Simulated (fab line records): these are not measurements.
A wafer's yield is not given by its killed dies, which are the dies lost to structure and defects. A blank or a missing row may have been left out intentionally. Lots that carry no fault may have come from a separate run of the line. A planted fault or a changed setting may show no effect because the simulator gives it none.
Problem report, 8D (eight disciplines) form, completed by code / flow n5-finfet / the parts of the form that need people (team, actions taken, sign-off) are left out

== 1. WHAT WENT WRONG ==
At N5_GATE_CUT_COAT_27, plate-temp-C averages 203.12 C over 5 wafers from 2 lots, while fault-free wafers read 205.00 C, standard deviation 0.15. That is -13 standard deviations from the usual mean.
The step: time 60 s, resist thk 10 nm.
First observed at day 9 16:35: wafer L581.4, on litho-track-03. The record has a number at this step for 29 wafers belonging to 10 lots. Rule for "out", or "out of limits": more than 4 standard deviations from the usual mean. The rest of the wafers with a number are treated as sound.

== 2. WHAT IT IS, AND WHAT IT ISN'T ==
question=which readings at this step | is=plate-temp-C | is not=-
question=which lots | is=L581, L582 | is not=L561, L563, L565, L568, L569, L573, L583, L584
question=which wafers of those lots | is=all that have a number | is not=-
question=read on which tools | is=litho-track-03 | is not=litho-track-04, litho-track-05
question=when | is=from day 9 16:35 | is not=up to then (18 sound wafers); but 6 sound wafers of L583, L584 came after

== 3. THE SUSPECTS, EACH WITH WHAT RULES IT OUT ==
Counting: a tool stays on the suspect list if, at a process step up to the reading, it processed all lots that are out and no sound lot following the first of them.
- pecvd-02 at N5_GATE_CUT_HM_DEP_46 (deposits SiO2 from TEOS/O2, target thk 130 nm, time 26.6 s): kept. Every lot that is out went through it, starting with L581 (day 9 16:32), and after that it ran no sound lot; the last sound lot it ran before then is L568 (day 6 10:49).
- litho-track-03 at N5_GATE_CUT_COAT_27 (time 60 s, resist thk 10 nm): kept. Every lot that is out went through it, starting with L581 (day 9 16:35), and after that it ran no sound lot; the last sound lot it ran before then is L573 (day 7 21:48). Out on those wafers are its own readings of plate-temp-C.
What counting leaves: pecvd-02 at N5_GATE_CUT_HM_DEP_46 and litho-track-03 at N5_GATE_CUT_COAT_27.

== 4. THE CAUSE (what the simulator had put in) ==
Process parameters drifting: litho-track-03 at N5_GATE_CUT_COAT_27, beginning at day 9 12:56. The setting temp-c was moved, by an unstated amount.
Counting leaves 2 suspects; this tool is one of them.

== 5. SEQUENCE OF EFFECTS, ordered by route ==
One row per reading whose mean, taken over the struck wafers that have a number, lies over 3 standard deviations from the usual. Scope: only readings with a usual standard deviation given in the record; hours: median across lots of the time from each lot's start at the first step in this table that gives one to its start at this step; sigmas: change in usual standard deviations.
hours=0; step=N5_GATE_CUT_COAT_27; reading=heater-power-total-W; usual=391.8 W; on struck wafers=386.3; change=-5.5; sigmas=-4.3
hours=0; step=N5_GATE_CUT_COAT_27; reading=plate-temp-C; usual=205.00 C; on struck wafers=203.12; change=-1.88; sigmas=-13
It contains these process steps:
- N5_GATE_CUT_COAT_27: time 60 s, resist thk 10 nm.
At these later measuring or inspecting steps, every struck wafer for which the step has a row has a number for every such reading, and none has moved that far: N5_BEOL_M4_RC_MEAS_101.

== 6. WHAT WOULD HAVE CAUGHT IT SOONER ==
In this record the first reading out of limits was taken at day 9 16:35, 4 hours after the fault began at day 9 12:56.
